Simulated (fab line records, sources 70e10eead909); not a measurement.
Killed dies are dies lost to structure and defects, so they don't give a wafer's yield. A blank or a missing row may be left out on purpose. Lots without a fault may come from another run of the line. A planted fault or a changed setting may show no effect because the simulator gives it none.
fab line records | flow nand_harc
record lots=12 wafers=36 last_day=24
route steps=1159 shown P_M2@350 P_BONDPAD@375 END@1159
lots that met no fault: from a run of the same line without faults
start_h: hours from the record's first day to the start of the lot's first wafer shown | wait_h: hours since the lot's step before | " the same as in the row above | L1.1+2: a row that stands for several wafers | - no value, or no start given | * or withheld: withheld | < > ~ a bound
route shown NAME@n: a module of which the file shows steps, and the number in the route of the first | usual: mean/standard deviation of fault-free wafers | same: alike in all rows | chamber/n: place in a boat | sites: the reading at each site | _std_site: their standard deviation | _edge_site: outer sites' mean less inner sites' | radius_mm: how far each site lies from the wafer's centre | mask NAME#n: copy n | behind: the tool/chamber that last shaped the wafer | hold: why the lot was held/for how many hours/how that ended | device: the transistor (n, p or np) that didn't switch | end of line: the same wafers' tests at the end of the route | a step without rows: its recipe alone | killed: dies lost to structure and defects at the first sort, not the wafer's yield | map: a wafer's dies, x killed, . not, _ none there
set.NAME: the setting as run; set.NAME@STEP: as run at that earlier step | model.NAME: the simulator's own value behind a step, which no gauge read
steps of the route over a sample of lots; a table a step, a row a wafer
services: from which hour (start_h, from the record's first day; less than 0 if before it) a tool's chamber was out of use, for how many hours, and why
## steps
# step NHARC_P_M2_DEP_33
# recipe target_thk_a=300 temp_c=370 target_thk_nm=30 pressure_torr=3 flow_sccm=200 rf_w=450 material=SiCN
# usual heater_power_w=556/79
# columns lot.wafer tool chamber start_h wait_h heater_power_w
L865.2 pecvd-02 2 146.95 0.1 523
L865.6 " 1 " " 501
L865.5 " 0 " " 743
L866.1 pecvd-03 2 160.45 0.1 624
L866.4 " 2 " " 627
L866.6 " 0 " " 526
L868.1 pecvd-03 2 171.66 0.1 607
L868.2 " 1 " " 587
L868.5 " 1 " " 607
L875.1 pecvd-04 0 208.46 0.1 503
L875.5 " 0 " " 507
L875.4 " 1 " " 452
L877.1 pecvd-04 0 223.22 0.1 451
L877.6 " 1 " " 425
L877.4 " 2 " " 612
L876.3 pecvd-03 0 223.76 0.1 567
L876.1 " 1 " " 649
L876.6 " 0 " " 584
L878.3 pecvd-03 1 230.49 0.1 664
L878.2 " 2 " " 664
L878.1 " 0 " " 509
L879.1 pecvd-03 2 232.94 0.1 662
L879.2 " 0 " " 545
L879.6 " 1 " " 652
L880.1 pecvd-02 2 242.20 0.1 528
L880.3 " 1 " " 436
L880.6 " 0 " " 650
L881.2 pecvd-02 2 247.61 0.1 480
L881.4 " 1 " " 500
L881.5 " 2 " " 476
L882.4 pecvd-03 0 248.73 0.2 599
L882.3 " 1 " " 673
L882.5 " 1 " " 684
L883.2 pecvd-03 1 253.49 0.1 580
L883.1 " 0 " " 527
L883.6 " 0 " " 530
# step NHARC_P_BONDPAD_PRE_CLEAN_26
# recipe time_s=30 temp_c=280 gas=H2/He
# usual heater_power_w=406/39
# same time_s=30
# columns lot.wafer tool chamber start_h wait_h heater_power_w
L865.2 pvd_sputter-01 - - - 454
L865.6 " - " " 460
L865.5 " - " " 457
L866.4 pvd_sputter-02 - - - 362
L866.1 " - " " 440
L866.6 " - " " 347
L868.2 pvd_sputter-02 - - - 415
L868.1 " - " " 432
L868.5 " - " " 436
L875.4 pvd_sputter-02 - - - 354
L875.1 " - " " 436
L875.5 " - " " 356
L877.1 pvd_sputter-01 - - - 432
L877.4 " - " " 399
L877.6 " - " " 438
L876.1 pvd_sputter-03 - - - 352
L876.3 " - " " 366
L876.6 " - " " 361
L878.2 pvd_sputter-03 - - - 366
L878.3 " - " " 434
L878.1 " - " " 344
L879.2 pvd_sputter-03 - - - 362
L879.1 " - " " 369
L879.6 " - " " 433
L880.3 pvd_sputter-02 - - - 420
L880.1 " - " " 373
L880.6 " - " " 408
L881.4 pvd_sputter-01 - - - 441
L881.2 " - " " 395
L881.5 " - " " 426
L882.4 pvd_sputter-03 - - - 437
L882.3 " - " " 345
L882.5 " - " " 433
L883.1 pvd_sputter-01 - - - 434
L883.2 " - " " 395
L883.6 " - " " 430
# step NHARC_P_BONDPAD_PVD_17
# recipe target_thk_a=50 bias_v=168.6 power_w=15000 chamber_pressure_pa=0.12 time_s=8.06 substrate_temp_c=50 material=TaN
# usual throttle_valve_pct=29.9/1.1
# same time_s=8.06
# columns lot.wafer tool chamber start_h wait_h throttle_valve_pct
L865.2 pvd_sputter-01 - - - 31.5
L865.6 " - " " 30.1
L865.5 " - " " 31.3
L866.1 pvd_sputter-02 - - - 29.2
L866.4 " - " " 28.6
L866.6 " - " " 29.4
L868.1 pvd_sputter-02 - - - 28.8
L868.2 " - " " 29.1
L868.5 " - " " 28.4
L875.1 pvd_sputter-02 - - - 29.0
L875.4 " - " " 28.5
L875.5 " - " " 29.0
L877.1 pvd_sputter-01 - - - 31.2
L877.4 " - " " 28.5
L877.6 " - " " 31.4
L876.3 pvd_sputter-03 - - - 29.3
L876.1 " - " " 29.0
L876.6 " - " " 29.1
L878.1 pvd_sputter-03 - - - 28.8
L878.3 " - " " 28.8
L878.2 " - " " 31.1
L879.1 pvd_sputter-03 - - - 30.3
L879.2 " - " " 29.1
L879.6 " - " " 29.8
L880.1 pvd_sputter-02 - - - 30.5
L880.3 " - " " 28.9
L880.6 " - " " 30.4
L881.2 pvd_sputter-01 - - - 28.4
L881.4 " - " " 31.9
L881.5 " - " " 30.4
L882.4 pvd_sputter-03 - - - 29.8
L882.3 " - " " 29.0
L882.5 " - " " 30.2
L883.2 pvd_sputter-01 - - - 31.2
L883.1 " - " " 31.8
L883.6 " - " " 31.8
# step NHARC_P_BONDPAD_ECD_18
# recipe target_thk_a=4000 bath_temp_c=25 material=Cu
# usual bath_heat_duty_pct=6.4/0.57 bath_temp_c=24.99/0.1
# columns lot.wafer tool chamber start_h wait_h bath_heat_duty_pct bath_temp_c
L865.2 ecd_cu-02 1 150.54 - - -
L865.6 " 1 " " - -
L865.5 " 0 " " - -
L866.1 ecd_cu-01 0 163.71 - - -
L866.4 " 0 " " - -
L866.6 " 0 " " - -
L868.2 ecd_cu-02 0 174.68 - - -
L868.1 " 1 " " - -
L868.5 " 0 " " - -
L875.1 ecd_cu-01 0 211.55 - 6.7 25.09
L875.4 " 0 " " 6.5 25.00
L875.5 " 0 " " 6.2 25.08
L877.1 ecd_cu-01 0 226.22 - 6.1 24.76
L877.4 " 0 " " 6.4 24.90
L877.6 " 0 " " 5.1 25.17
L876.1 ecd_cu-01 1 226.99 - 6.7 24.86
L876.3 " 0 " " 5.9 25.21
L876.6 " 1 " " 6.0 25.00
L878.1 ecd_cu-01 0 233.68 - 6.4 24.97
L878.2 " 1 " " 6.5 24.95
L878.3 " 1 " " 6.7 25.08
L879.2 ecd_cu-01 0 236.36 - 6.6 24.93
L879.1 " 1 " " 6.7 24.90
L879.6 " 0 " " 6.4 24.90
L880.1 ecd_cu-01 1 245.37 - 5.8 25.07
L880.3 " 0 " " 6.1 25.03
L880.6 " 1 " " 5.2 25.01
L881.2 ecd_cu-02 1 250.83 - 8.1 25.00
L881.4 " 1 " " 7.1 25.08
L881.5 " 1 " " 6.8 25.11
L882.4 ecd_cu-01 0 252.14 - 5.6 24.96
L882.3 " 1 " " 6.6 25.11
L882.5 " 1 " " 6.4 25.00
L883.2 ecd_cu-01 1 256.69 - 6.3 24.86
L883.1 " 0 " " 6.3 25.12
L883.6 " 1 " " 6.5 24.87
# step NHARC_P_BONDPAD_THK_MEAS_20
# recipe thk_meas_gauge=xrf
# usual thk_nm=160.1/1.8
# columns lot.wafer tool chamber start_h wait_h thk_nm
L865.2 film_metro-02 - 151.59 - 31.2
L865.5 " - " " 29.2
L865.6 " - " " 30.8
L866.1 film_metro-01 - 164.70 - 31.5
L866.4 " - " " 31.3
L866.6 " - " " 29.1
L868.1 film_metro-01 - 175.84 - 30.5
L868.2 " - " " 29.6
L868.5 " - " " 29.9
L875.1 film_metro-01 - 212.55 - 158.0
L875.4 " - " " 159.0
L875.5 " - " " 157.8
L877.1 film_metro-02 - 227.25 - 159.6
L877.4 " - " " 159.7
L877.6 " - " " 158.1
L876.1 film_metro-02 - 228.04 - 158.4
L876.3 " - " " 158.1
L876.6 " - " " 159.2
L878.1 film_metro-02 - 234.75 - 160.1
L878.2 " - " " 160.1
L878.3 " - " " 157.0
L879.1 film_metro-02 - 237.41 - 156.6
L879.2 " - " " 161.4
L879.6 " - " " 162.8
L880.1 film_metro-01 - 246.39 - 161.3
L880.3 " - " " 163.2
L880.6 " - " " 157.1
L881.2 film_metro-01 - 251.82 - 161.0
L881.4 " - " " 164.4
L881.5 " - " " 159.9
L882.3 film_metro-01 - 253.09 - 158.2
L882.4 " - " " 160.5
L882.5 " - " " 158.3
L883.1 film_metro-02 - 257.77 - 161.5
L883.2 " - " " 160.8
L883.6 " - " " 161.4
# step NHARC_END_SORT_01
# recipe temp_c=25
# usual defect_limited_yield=95.5/1.4 killed_at_array=26/9.1 killed_at_other=0.7/0.9 killed_at_periphery=3.6/2.8 killed_dies=30/9.2 killed_open=3.0/1.9 killed_short=2.0/1.4 sort_bin_2_pct=1.4/0.6 sort_bin_3_pct=0.23/0.17 sort_bin_4_pct=2.8/0.92 sort_n_pass=647/9.2 sort_rim_yield_pct=95.9/2.1 sort_yield_pct=95.5/1.4
# same gross_dies=677 sort_bin_5_pct[%]=0 sort_bin_6_pct[%]=0 sort_bin_7_pct[%]=0 sort_bin_8_pct[%]=0 sort_rim_n_gross=106.00
# columns lot.wafer tool chamber start_h wait_h defect_limited_yield[%] killed_at_array killed_at_other killed_at_periphery killed_dies killed_open killed_short sort_bin_2_pct[%] sort_bin_3_pct[%] sort_bin_4_pct[%] sort_n_pass sort_rim_yield_pct[%] sort_yield_pct[%]
L865.2 prober-01 0 453.11 2.8 0 24 0 653 677 6 4 97.2 0 2.8 0 0 0
L865.5 prober-01 0 455.51 3.7 0 26 0 651 677 2 1 97.3 0.30 2.4 0 0 0
L865.6 prober-01 0 456.30 4.0 0 17 0 660 677 2 1 98.1 0.30 1.6 0 0 0
L866.1 prober-02 0 463.12 2.5 0 14 0 663 677 3 2 98.4 0 1.6 0 0 0
L866.4 prober-02 0 465.53 3.4 0 19 1 657 677 5 3 97.6 0.30 2.1 0 0 0
L866.6 prober-02 0 467.13 4.0 0 12 0 665 677 2 0 98.2 0 1.8 0 0 0
L868.1 prober-02 0 481.72 2.5 0 23 1 653 677 4 3 97.5 0.15 2.4 0 0 0
L868.2 prober-02 0 482.52 2.8 0 21 3 653 677 3 0 97.2 0.30 2.5 0 0 0
L868.5 prober-02 0 484.94 3.7 0 23 5 649 677 3 2 96.8 0 3.2 0 0 0
L875.1 prober-01 0 512.37 2.5 95.0 32 1 1 34 1 3 1.0 0.44 3.5 643 92.5 95.0
L875.4 prober-01 0 514.77 3.4 94.8 33 0 2 35 2 1 1.8 0 3.4 642 93.4 94.8
L875.5 prober-01 0 515.56 3.7 94.8 31 1 3 35 1 2 1.3 0.15 3.7 642 98.1 94.8
L878.1 prober-02 0 553.92 2.5 95.6 29 1 0 30 3 1 1.2 0.30 3.0 647 97.2 95.6
L878.2 prober-02 0 554.71 2.8 94.8 32 1 2 35 2 4 0.9 0.44 3.8 642 94.3 94.8
L878.3 prober-02 0 555.50 3.1 94.1 36 0 4 40 4 2 1.5 0.30 4.1 637 92.5 94.1
L877.1 prober-01 0 553.94 2.5 94.1 35 1 4 40 5 0 2.4 0.59 3.0 637 94.3 94.1
L877.4 prober-01 0 556.33 3.4 95.0 23 1 10 34 2 0 1.5 0.44 3.1 643 93.4 95.0
L877.6 prober-01 0 557.92 4.0 94.7 29 1 6 36 4 1 1.6 0.15 3.5 641 94.3 94.7
L879.1 prober-02 0 561.64 2.5 95.1 29 0 4 33 5 4 1.5 0.15 3.2 644 99.1 95.1
L879.2 prober-02 0 562.44 2.8 96.3 25 0 0 25 3 0 0.7 0.30 2.7 652 96.2 96.3
L879.6 prober-02 0 565.64 4.0 95.4 28 1 2 31 3 2 1.6 0.30 2.7 646 95.3 95.4
L876.1 prober-01 0 561.74 2.5 94.5 26 0 11 37 4 0 1.8 0.30 3.4 640 96.2 94.5
L876.3 prober-01 0 563.36 3.1 96.5 16 0 8 24 2 3 0.7 0.30 2.5 653 96.2 96.5
L876.6 prober-01 0 565.79 4.0 95.1 22 1 10 33 1 1 0.9 0 4.0 644 96.2 95.1
L881.2 prober-02 0 570.25 2.8 94.7 35 1 0 36 2 0 1.8 0.30 3.2 641 98.1 94.7
L881.4 prober-02 0 571.85 3.4 95.1 33 0 0 33 2 3 2.1 0.15 2.7 644 96.2 95.1
L881.5 prober-02 0 572.65 3.7 94.8 33 1 1 35 1 2 1.5 0.59 3.1 642 96.2 94.8
L882.3 prober-01 0 571.25 3.1 96.3 20 1 4 25 4 6 1.3 0 2.4 652 98.1 96.3
L882.4 prober-01 0 572.07 3.5 98.1 12 0 1 13 4 2 0.7 0.15 1.0 664 97.2 98.1
L882.5 prober-01 0 572.88 3.8 96.8 19 0 3 22 5 4 0.9 0.15 2.2 655 94.3 96.8
L883.1 prober-02 0 577.31 2.5 95.7 19 1 9 29 5 1 1.3 0 3.0 648 98.1 95.7
L883.2 prober-02 0 578.10 2.8 95.9 19 0 9 28 3 0 1.2 0.15 2.8 649 92.5 95.9
L883.6 prober-02 0 581.28 4.0 94.7 22 1 13 36 2 2 1.3 0.30 3.7 641 96.2 94.7
L880.1 prober-01 0 577.52 2.5 92.3 50 0 2 52 2 2 3.7 0.15 3.8 625 89.6 92.3
L880.3 prober-01 0 579.10 3.1 90.5 62 0 2 64 3 5 4.1 0.59 4.7 613 95.3 90.5
L880.6 prober-01 0 581.47 4.0 94.2 37 1 1 39 1 2 1.2 0.44 4.1 638 92.5 94.2
# killed by level:class
L865.2 P_BONDPAD:area_ecd=648 A_CHANNEL_HOLE_D1:chamber_film_flake=7 A_STAIRCASE:chamber_film_flake=5 P_M0:geometric_particle:open=2 A_ONON_D1:geometric_particle:open=2 P_BONDPAD:chamber_film_flake=2 A_SLIT:chamber_film_flake=2 A_SOURCE_PLATE:geometric_particle:short=1
L865.5 P_BONDPAD:area_ecd=648 A_CHANNEL_HOLE_D1:chamber_film_flake=14 A_STAIRCASE:chamber_film_flake=4 A_CONTACT:chamber_film_flake=3 A_CHANNEL_HOLE_D1:geometric_particle:open=1 A_WL_FILL:geometric_particle:short=1 A_CONTACT:geometric_particle:open=1 P_GATE:chamber_film_flake=1
L865.6 P_BONDPAD:area_ecd=659 A_CHANNEL_HOLE_D1:chamber_film_flake=10 A_CONTACT:chamber_film_flake=3 A_CHANNEL_FILL_D1:geometric_particle:open=1 A_SGD_CUT:geometric_particle:short=1 A_SGD_CUT:geometric_particle:open=1 P_BONDPAD:chamber_film_flake=1 A_STAIRCASE:chamber_film_flake=1
L866.1 P_BONDPAD:area_ecd=660 A_CONTACT:chamber_film_flake=6 A_CHANNEL_HOLE_D1:chamber_film_flake=3 P_CONTACT:geometric_particle:open=2 A_ONON_D1:geometric_particle:short=1 A_SGD_CUT:geometric_particle:short=1 A_CONTACT:geometric_particle:open=1 P_GATE:chamber_film_flake=1
L866.4 P_BONDPAD:area_ecd=654 A_STAIRCASE:chamber_film_flake=7 A_CHANNEL_HOLE_D1:chamber_film_flake=4 A_WL_FILL:chamber_film_flake=2 P_CONTACT:geometric_particle:open=1 P_M0:geometric_particle:open=1 A_SOURCE_PLATE:geometric_particle:open=1 A_ONON_D1:geometric_particle:short=1
L866.6 P_BONDPAD:area_ecd=662 A_CHANNEL_HOLE_D1:chamber_film_flake=7 P_ZERO_WELL:chamber_film_flake=2 A_CONTACT:chamber_film_flake=2 A_CONTACT:geometric_particle:open=1 A_M0:geometric_particle:open=1 P_GATE:chamber_film_flake=1 A_CHANNEL_FILL_D1:chamber_film_flake=1
L868.1 P_BONDPAD:area_ecd=651 A_CHANNEL_HOLE_D1:chamber_film_flake=13 A_CONTACT:chamber_film_flake=2 P_GATE:geometric_particle:open=1 A_ONON_D1:geometric_particle:short=1 A_ONON_D1:geometric_particle:open=1 A_WL_FILL:geometric_particle:short=1 A_CONTACT:geometric_particle:short=1
L868.2 P_BONDPAD:area_ecd=652 A_CHANNEL_HOLE_D1:chamber_film_flake=12 A_CONTACT:chamber_film_flake=3 THIN_TSV:chamber_film_flake=3 A_STAIRCASE:chamber_film_flake=2 P_CONTACT:geometric_particle:open=1 A_BLC:geometric_particle:open=1 A_M0:geometric_particle:open=1
L868.5 P_BONDPAD:area_ecd=643 A_CHANNEL_HOLE_D1:chamber_film_flake=13 P_STI:chamber_film_flake=5 THIN_TSV:chamber_film_flake=5 A_STAIRCASE:chamber_film_flake=4 A_WL_FILL:geometric_particle:open=2 A_CHANNEL_FILL_D1:geometric_particle:short=1 A_WL_FILL:geometric_particle:short=1
L875.1 A_SLIT:chamber_film_flake=13 A_CONTACT:chamber_film_flake=7 A_CHANNEL_HOLE_D1:chamber_film_flake=6 A_STAIRCASE:chamber_film_flake=3 P_M0:geometric_particle:short=1 A_ONON_D1:geometric_particle:open=1 A_ONON_D1:geometric_particle:short=1 A_WL_FILL:geometric_particle:short=1
L875.4 A_SLIT:chamber_film_flake=12 A_CONTACT:chamber_film_flake=7 A_CHANNEL_HOLE_D1:chamber_film_flake=4 A_STAIRCASE:chamber_film_flake=4 A_WL_FILL:chamber_film_flake=3 P_STI:geometric_particle:open=1 A_WL_FILL:geometric_particle:short=1 A_BLC:geometric_particle:open=1
L875.5 A_SLIT:chamber_film_flake=11 A_STAIRCASE:chamber_film_flake=7 A_CONTACT:chamber_film_flake=5 A_CHANNEL_HOLE_D1:chamber_film_flake=4 P_GATE:chamber_film_flake=2 A_SOURCE_PLATE:geometric_particle:open=1 A_ONON_D1:geometric_particle:short=1 A_M0:geometric_particle:short=1
L878.1 A_SLIT:chamber_film_flake=15 A_CHANNEL_HOLE_D1:chamber_film_flake=6 A_CONTACT:chamber_film_flake=4 A_ONON_D1:geometric_particle:open=1 A_SGD_CUT:geometric_particle:open=1 A_CONTACT:geometric_particle:short=1 A_CONTACT:geometric_particle:open=1 THIN_TSV:chamber_film_flake=1
L877.1 A_SLIT:chamber_film_flake=15 A_CHANNEL_HOLE_D1:chamber_film_flake=7 A_CHANNEL_FILL_D1:chamber_film_flake=4 A_CONTACT:chamber_film_flake=4 A_WL_FILL:geometric_particle:open=2 P_BONDPAD:chamber_film_flake=2 P_GATE:geometric_particle:open=1 A_CHANNEL_FILL_D1:geometric_particle:open=1
L878.2 A_SLIT:chamber_film_flake=15 A_CONTACT:chamber_film_flake=6 A_CHANNEL_HOLE_D1:chamber_film_flake=5 A_SGD_CUT:geometric_particle:short=3 A_SOURCE_PLATE:geometric_particle:open=1 A_WL_FILL:geometric_particle:short=1 A_WL_FILL:geometric_particle:open=1 P_STI:chamber_film_flake=1
L878.3 A_SLIT:chamber_film_flake=19 A_CHANNEL_HOLE_D1:chamber_film_flake=10 A_CONTACT:chamber_film_flake=3 P_STI:geometric_particle:open=1 P_GATE:geometric_particle:short=1 P_M1:geometric_particle:open=1 A_ONON_D1:geometric_particle:open=1 A_CHANNEL_FILL_D1:geometric_particle:open=1
L877.4 A_SLIT:chamber_film_flake=10 P_BONDPAD:chamber_film_flake=6 A_CONTACT:chamber_film_flake=5 P_ZERO_WELL:chamber_film_flake=4 A_CHANNEL_HOLE_D1:chamber_film_flake=4 A_CHANNEL_HOLE_D1:geometric_particle:open=1 A_M1:geometric_particle:open=1 A_WL_FILL:chamber_film_flake=1
L877.6 A_SLIT:chamber_film_flake=11 A_CHANNEL_HOLE_D1:chamber_film_flake=6 A_CONTACT:chamber_film_flake=4 P_BONDPAD:chamber_film_flake=3 A_CHANNEL_FILL_D1:chamber_film_flake=3 A_CONTACT:geometric_particle:open=2 P_ZERO_WELL:chamber_film_flake=2 A_CHANNEL_FILL_D1:geometric_particle:short=1
L879.1 A_CHANNEL_HOLE_D1:chamber_film_flake=19 A_CONTACT:chamber_film_flake=3 P_M0:geometric_particle:open=2 A_CONTACT:geometric_particle:open=2 P_CONTACT:geometric_particle:short=1 P_CONTACT:geometric_particle:open=1 A_ONON_D1:geometric_particle:short=1 A_STAIRCASE:geometric_particle:short=1
L876.1 A_CHANNEL_HOLE_D1:chamber_film_flake=19 P_BONDPAD:chamber_film_flake=7 A_CONTACT:chamber_film_flake=4 A_M0:geometric_particle:open=2 P_M1:chamber_film_flake=2 P_CONTACT:geometric_particle:open=1 A_CONTACT:geometric_particle:open=1 P_GATE:chamber_film_flake=1
L879.2 A_CHANNEL_HOLE_D1:chamber_film_flake=19 A_CHANNEL_FILL_D1:chamber_film_flake=2 A_ONON_D1:geometric_particle:open=1 A_CHANNEL_FILL_D1:geometric_particle:open=1 A_CONTACT:geometric_particle:open=1 A_CONTACT:chamber_film_flake=1
L876.3 A_CHANNEL_HOLE_D1:chamber_film_flake=10 P_BONDPAD:chamber_film_flake=4 A_CONTACT:chamber_film_flake=3 P_GATE:geometric_particle:short=1 P_CONTACT:geometric_particle:open=1 A_CHANNEL_HOLE_D1:geometric_particle:short=1 A_SGD_CUT:geometric_particle:open=1 A_SGD_CUT:geometric_particle:short=1
L879.6 A_CHANNEL_HOLE_D1:chamber_film_flake=22 A_STAIRCASE:chamber_film_flake=2 P_CONTACT:geometric_particle:open=1 P_M0:geometric_particle:open=1 A_WL_FILL:geometric_particle:short=1 A_CONTACT:geometric_particle:short=1 A_M1:geometric_particle:open=1 A_CHANNEL_FILL_D1:chamber_film_flake=1
L876.6 A_CHANNEL_HOLE_D1:chamber_film_flake=19 P_BONDPAD:chamber_film_flake=5 P_ZERO_WELL:chamber_film_flake=2 P_CONTACT:geometric_particle:open=1 P_CONTACT:geometric_particle:short=1 P_M1:chamber_film_flake=1 A_WL_FILL:chamber_film_flake=1 A_CONTACT:chamber_film_flake=1
L881.2 A_CHANNEL_HOLE_D1:chamber_film_flake=19 A_SLIT:chamber_film_flake=6 A_CONTACT:chamber_film_flake=5 A_WL_FILL:chamber_film_flake=3 A_BLC:geometric_particle:open=2 THIN_TSV:chamber_film_flake=1
L882.3 A_CHANNEL_HOLE_D1:chamber_film_flake=6 A_CONTACT:chamber_film_flake=5 P_GATE:geometric_particle:short=2 A_ONON_D1:geometric_particle:short=2 P_CONTACT:geometric_particle:open=1 A_CHANNEL_FILL_D1:geometric_particle:open=1 A_SGD_CUT:geometric_particle:short=1 A_WL_FILL:geometric_particle:short=1
L881.4 A_CHANNEL_HOLE_D1:chamber_film_flake=19 A_SLIT:chamber_film_flake=4 A_WL_FILL:geometric_particle:short=3 A_CONTACT:chamber_film_flake=3 A_ONON_D1:geometric_particle:open=1 A_CHANNEL_FILL_D1:geometric_particle:open=1 A_ZERO_WELL:chamber_film_flake=1 A_WL_FILL:chamber_film_flake=1
L882.4 A_CHANNEL_HOLE_D1:chamber_film_flake=4 A_ONON_D1:geometric_particle:short=2 A_STAIRCASE:chamber_film_flake=2 P_GATE:geometric_particle:open=1 A_WL_FILL:geometric_particle:open=1 A_CONTACT:geometric_particle:open=1 A_M0:geometric_particle:open=1 A_CONTACT:chamber_film_flake=1
L881.5 A_CHANNEL_HOLE_D1:chamber_film_flake=17 A_WL_FILL:chamber_film_flake=5 A_SLIT:chamber_film_flake=4 A_CONTACT:chamber_film_flake=4 A_CHANNEL_FILL_D1:geometric_particle:short=1 A_WL_FILL:geometric_particle:open=1 P_GATE:chamber_film_flake=1 STARTING-WAFER:geometric_particle:short=1
L882.5 A_CHANNEL_HOLE_D1:chamber_film_flake=9 A_ONON_D1:geometric_particle:short=2 A_CHANNEL_FILL_D1:geometric_particle:open=2 A_CONTACT:chamber_film_flake=2 P_CONTACT:geometric_particle:open=1 P_M0:geometric_particle:open=1 P_M1:geometric_particle:short=1 A_SOURCE_PLATE:geometric_particle:short=1
L883.1 A_CHANNEL_HOLE_D1:chamber_film_flake=6 A_CONTACT:chamber_film_flake=6 P_CONTACT:chamber_film_flake=5 P_M2:chamber_film_flake=3 P_M2:geometric_particle:open=1 A_ONON_D1:geometric_particle:open=1 A_ONON_D1:geometric_particle:short=1 A_CONTACT:geometric_particle:open=1
L880.1 A_SLIT:chamber_film_flake=20 A_CHANNEL_HOLE_D1:chamber_film_flake=17 A_CONTACT:chamber_film_flake=9 P_M0:geometric_particle:short=1 A_CONTACT:geometric_particle:open=1 A_BLC:geometric_particle:open=1 A_M0:geometric_particle:short=1 P_GATE:chamber_film_flake=1
L883.2 A_CONTACT:chamber_film_flake=8 A_CHANNEL_HOLE_D1:chamber_film_flake=7 P_CONTACT:chamber_film_flake=6 P_M1:geometric_particle:open=1 A_BLC:geometric_particle:open=1 A_M0:geometric_particle:open=1 P_ZERO_WELL:chamber_film_flake=1 P_M2:chamber_film_flake=1
L880.3 A_CHANNEL_HOLE_D1:chamber_film_flake=22 A_SLIT:chamber_film_flake=20 A_CONTACT:chamber_film_flake=5 A_ZERO_WELL:chamber_film_flake=4 A_CHANNEL_FILL_D1:chamber_film_flake=4 P_CONTACT:geometric_particle:open=1 A_ONON_D1:geometric_particle:short=1 A_CHANNEL_FILL_D1:geometric_particle:short=1
L883.6 P_CONTACT:chamber_film_flake=8 A_CHANNEL_HOLE_D1:chamber_film_flake=8 A_CONTACT:chamber_film_flake=6 P_M2:chamber_film_flake=4 A_SLIT:chamber_film_flake=3 P_GATE:geometric_particle:open=1 A_SOURCE_PLATE:geometric_particle:short=1 A_WL_FILL:geometric_particle:short=1
L880.6 A_SLIT:chamber_film_flake=15 A_CHANNEL_HOLE_D1:chamber_film_flake=14 A_CONTACT:chamber_film_flake=7 P_CONTACT:geometric_particle:short=1 A_CHANNEL_HOLE_D1:geometric_particle:open=1 STARTING-WAFER:geometric_particle:short=1
## services
# columns tool chamber start_h hours kind
pecvd-03 0 124.00 - clean
pecvd-03 1 124.00 - clean
pecvd-03 2 124.00 - clean
pecvd-02 - 153.12 13.0 pm
pecvd-02 0 153.12 13.0 vent_cycle
pecvd-02 1 153.12 13.0 vent_cycle
pecvd-02 2 153.12 13.0 vent_cycle
pvd_sputter-03 - 156.51 1.5 repair
pvd_sputter-01 - 158.00 10.0 pm
ecd_cu-02 - 159.14 2.2 repair
pecvd-02 0 166.12 - clean
pecvd-02 1 166.12 - clean
pecvd-02 2 166.12 - clean
ecd_cu-02 - 180.00 8.0 pm
pecvd-04 - 195.00 13.0 pm
pecvd-04 0 195.00 13.0 vent_cycle
pecvd-04 1 195.00 13.0 vent_cycle
pecvd-04 2 195.00 13.0 vent_cycle
pecvd-03 1 211.71 5.7 repair
pvd_sputter-02 - 223.47 10.0 pm
ecd_cu-02 - 233.60 4.2 repair
pecvd-04 - 240.46 0.5 repair
pecvd-03 2 245.31 16.2 repair
pvd_sputter-02 - 245.36 13.1 repair
## key
first_sign step=NHARC_P_BONDPAD_ECD_18 reading=tool_record direction=missing
effect step=NHARC_P_BONDPAD_THK_MEAS_20 reading=thk_nm direction=down sigmas=74 usual=160.1 struck=30.4
effect step=NHARC_END_SORT_01 reading=killed_at_periphery direction=up sigmas=99+ usual=3.6 struck=656
more_kills_born_at NHARC_P_BONDPAD_ECD_18@ecd_cu-02=3901 NHARC_P_BONDPAD_ECD_18@ecd_cu-01=1976
met_at NHARC_P_BONDPAD_ECD_18
struck_lots L865,L866,L868
later_rows_left_out L865.2,L865.5,L865.6,L866.1,L866.4,L866.6,L868.1,L868.2,L868.5
not_acting_at NHARC_P_M2_DEP_33,NHARC_P_BONDPAD_PRE_CLEAN_26,NHARC_P_BONDPAD_PVD_17
fault kind=skipped_step_whole tool=ecd_cu-01,ecd_cu-02 chamber=- onset_h=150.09 steps=NHARC_P_BONDPAD_ECD_18 scope=struck_lots_only
# later_rows_left_out: the simulator's readings of these wafers behind a module that went badly wrong aren't trusted and aren't shown, but for the sort
